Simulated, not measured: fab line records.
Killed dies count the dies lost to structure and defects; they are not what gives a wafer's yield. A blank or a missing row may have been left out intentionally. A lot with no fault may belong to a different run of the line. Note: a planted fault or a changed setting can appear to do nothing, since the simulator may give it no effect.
Split-lot study + flow n5-finfet + 21 wafers read from 7 lots, route of 1938 steps

== THE SPLIT ITSELF ==
At N5_ZERO_LAYER_PECVD_02 (deposits SiO2 from SiH4/N2O, target thk 10 nm, time 6 s), the setting time-s was moved away from the recipe's 6 s on 7 of the 21 wafers read, by -15.0% to +13.1%. All remaining wafers had this setting at the recipe value.

The split's own step is where the reading is taken.

== THE READING ==
SiO2_of_ZERO_LAYER_PECVD_02.thk-nm (the simulator's own value, which no gauge read), in nm, at N5_ZERO_LAYER_PECVD_02 (deposits SiO2 from SiH4/N2O, target thk 10 nm, time 6 s). There is no usual value for it anywhere in the file. Here, 14 wafers ran the recipe; their average is 9.979 nm with a standard deviation of 0.2 nm.

| wafer  | tool, chamber at the split | time-s as run, s | against the recipe | SiO2_of_ZERO_LAYER_PECVD_02.thk-nm, nm | against lot-mates on the recipe |
|--------|----------------------------|------------------|--------------------|----------------------------------------|---------------------------------|
| L077.1 | pecvd-02, 2                | 6                | recipe             | 10.14                                  | -                               |
| L077.2 | pecvd-02, 1                | 6                | recipe             | 9.947                                  | -                               |
| L077.3 | pecvd-02, 0                | 6                | recipe             | 10.06                                  | -                               |
| L079.3 | pecvd-01, 1                | 6                | recipe             | 9.829                                  | -                               |
| L079.4 | pecvd-01, 0                | 5.755            | -4.1%              | 9.509                                  | -0.240                          |
| L079.6 | pecvd-01, 2                | 6                | recipe             | 9.669                                  | -                               |
| L082.2 | pecvd-02, 1                | 6                | recipe             | 9.801                                  | -                               |
| L082.3 | pecvd-02, 2                | 6                | recipe             | 10.23                                  | -                               |
| L082.4 | pecvd-02, 0                | 6                | recipe             | 10.18                                  | -                               |
| L084.1 | pecvd-03, 2                | 6                | recipe             | 10.08                                  | -                               |
| L084.4 | pecvd-03, 2                | 6.783            | +13.1%             | 11.33                                  | +1.175                          |
| L084.5 | pecvd-03, 1                | 6                | recipe             | 10.23                                  | -                               |
| L085.1 | pecvd-03, 0                | 6                | recipe             | 9.633                                  | -                               |
| L085.4 | pecvd-03, 0                | 6                | recipe             | 9.773                                  | -                               |
| L085.5 | pecvd-03, 2                | 6                | recipe             | 10.1                                   | -                               |
| L087.2 | pecvd-02, 0                | 6.529            | +8.8%              | 10.8                                   | no lot-mate on the recipe       |
| L087.3 | pecvd-02, 2                | 6.529            | +8.8%              | 10.89                                  | no lot-mate on the recipe       |
| L087.4 | pecvd-02, 0                | 6.529            | +8.8%              | 10.93                                  | no lot-mate on the recipe       |
| L097.3 | pecvd-03, 1                | 5.102            | -15.0%             | 8.3                                    | -1.730                          |
| L097.5 | pecvd-03, 2                | 6                | recipe             | 10.03                                  | -                               |
| L097.6 | pecvd-03, 0                | 5.102            | -15.0%             | 8.19                                   | -1.840                          |

THE FIT
A straight line over all 21 wafers: SiO2_of_ZERO_LAYER_PECVD_02.thk-nm changes by +0.11 nm for each +1% of time-s; r = +0.97; the points scatter about the line by 0.18 nm.
The same after taking each lot's own level away (the mean of its wafers on the recipe; 18 wafers): +0.109 nm for each +1%; r = +0.97; scatter 0.16 nm.
Per that fit: largest time-s move, reading shift of 1.6 nm.
From 9.7490 to 10.1550 nm: that is the span of the lots' own levels, equal to 2.1 times the standard deviation above.
The two slopes agree, so the slope changes little with the lot-to-lot level.
Check: with one of the wafers moved furthest among these (-15.0%) left out of the fit, the line predicts -1.61 nm for it against its lot-mates. It came out at -1.73 nm against them.

== THE FILE'S OWN FIT ==
SiO2_of_ZERO_LAYER_PECVD_02.thk-nm changes by +0.105 nm for each +1% of time-s, r = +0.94.
